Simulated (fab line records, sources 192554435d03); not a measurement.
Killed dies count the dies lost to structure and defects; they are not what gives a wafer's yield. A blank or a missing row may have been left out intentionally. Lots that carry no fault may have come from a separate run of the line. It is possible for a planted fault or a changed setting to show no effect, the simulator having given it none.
A lot that was struck, set against a sound lot :: flow n5_finfet :: 20 steps out of a route of 1938
Sound: wafers L797.4, L797.5, L797.6. Wafers struck: L811.3, L811.5, L811.6. Last of all comes the cause.
Each step with rows lists, per side, the tool, then ch with its chambers, then its first start. Under that, the readings that differ: sound wafers :: struck wafers :: difference of the means :: sigmas: that difference in standard deviations of wafers without a fault.
alike: readings whose means differ by less than 2 such deviations, and words and numbers that are the same on both sides. not compared: withheld readings, readings that some wafer has no value for, bounds like >300 that may hide the same value, and numbers for which the record gives no deviation and whose values overlap.
The two part at a step that has a row with sigmas, a row that says differs or no value, or rows on one side only. Non-overlapping numbers with no deviation appear without sigmas and do not part them. Lack of a reading on every wafer of one side parts them only where that side has two or more wafers.

first, 8 steps without rows for these wafers: N5_BEOL_M11_DESCUM_16 (chemistry O2, time 7.9 s); N5_BEOL_M11_ETCH_61 (etches SiARC in CF4, target depth 39 nm, time 65 s); N5_BEOL_M11_ETCH_62 (etches SOC in N2/H2, target depth 110 nm, overetch 22 nm, time 165 s); N5_BEOL_M11_STRIP_68 (strips in N2/H2); N5_BEOL_M11_STRIP_67 (strips in CF4); N5_BEOL_M11_HM_OPEN_17 (chemistry Cl2/BCl3, target TiN, target depth 20 nm, overetch 6 nm); N5_BEOL_M11_STRIP_19 (strips in O2); N5_BEOL_M11_COAT_63 (time 60 s, resist thk 100 nm).
N5_BEOL_M11_COAT_64: time 60 s, resist thk 30 nm.
  sound on litho_track-04 ch 0, day 11 03:08; struck on litho_track-04 ch 0, day 14 10:52
reading: spin_speed_rpm (rpm)
sound: 1500.3 1499.7 1500.4
struck: 1646.3 1646.3 1646.0
difference: +146.1
sigmas: +99 or more

reading: model.SiARC_of_BEOL_M11_COAT_64.thk_nm (nm)
sound: 30.2 30 30
struck: 28.6 28.6 28.6
difference: -1.5
sigmas: 
  alike: dispense_pressure_kPa, plate_temp_C
then, 7 steps without rows for these wafers: N5_BEOL_M11_COAT_22 (resist thk 90 nm); N5_BEOL_M11_EBR_24; N5_BEOL_M11_SOFTBAKE_23 (time 60 s); N5_BEOL_M11_EXPOSE_25 (exposes mask V10); N5_BEOL_M11_PEB_26 (peb time 60 s); N5_BEOL_M11_DEVELOP_27 (develop time 30 s); N5_BEOL_M11_DESCUM_33 (chemistry O2, time 7.9 s).
N5_BEOL_M11_ETCH_65: etches SiARC in CF4, target depth 39 nm, time 65 s.
  sound on rie_diel-01 ch 0,1, day 11 03:29; struck on rie_diel-06 ch 0,1, day 14 11:56
reading: drypump_motor_current_A (A)
sound: 6.2 6.1 6.2
struck: 5.2 5.2 5.7
difference: -0.8
sigmas: -2

reading: etch_rf_on_time_s (s)
sound: 65.8 68.2 65.0
struck: 59.1 60.0 62.1
difference: -5.9
sigmas: -3

reading: model.etch.depth_nm (nm)
sound: 30.1 30.04 30.08
struck: 28.54 28.58 28.53
difference: -1.52
sigmas: 

reading: model.CAR-ArF_of_BEOL_M11_COAT_22.thk_nm (nm)
sound: 56 56 55.6
struck: 56.6 56.8 56.8
difference: +0.9
sigmas: 
  alike: oes_product_au, rf_vpp_V, showerhead_plenum_p_Torr, throttle_valve_pct
  not compared: rf_hours_counter_h
N5_BEOL_M11_ETCH_66: etches SOC in N2/H2, target depth 120 nm, overetch 24 nm, time 180 s.
  sound on rie_diel-01 ch 0,1, day 11 03:32; struck on rie_diel-06 ch 0,1, day 14 11:59
reading: drypump_motor_current_A (A)
sound: 6.2 6.1 6.2
struck: 5.2 5.2 5.6
difference: -0.8
sigmas: -2

reading: model.SiARC_of_BEOL_M11_COAT_64.thk_nm (nm)
sound: 22.8 23.2 22.8
struck: 21 21 21.4
difference: -2
sigmas: 
  alike: oes_product_au, rf_vpp_V, showerhead_plenum_p_Torr, throttle_valve_pct
  not compared: rf_hours_counter_h
then, 1 step without rows for these wafers: N5_BEOL_M11_STRIP_69 (strips in N2/H2).
N5_PASSIVATION_PROBE_49:
  the record has rows for the sound wafers here (prober-01, day 13 00:08) and none for the struck ones

## WHERE THEY PART
Last at N5_PASSIVATION_PROBE_49 as far as this record goes, first at N5_BEOL_M11_COAT_64.

WHY: the cause the simulator had injected
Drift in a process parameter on litho_track-04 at N5_BEOL_M11_COAT_64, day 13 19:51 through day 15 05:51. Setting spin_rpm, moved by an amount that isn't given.
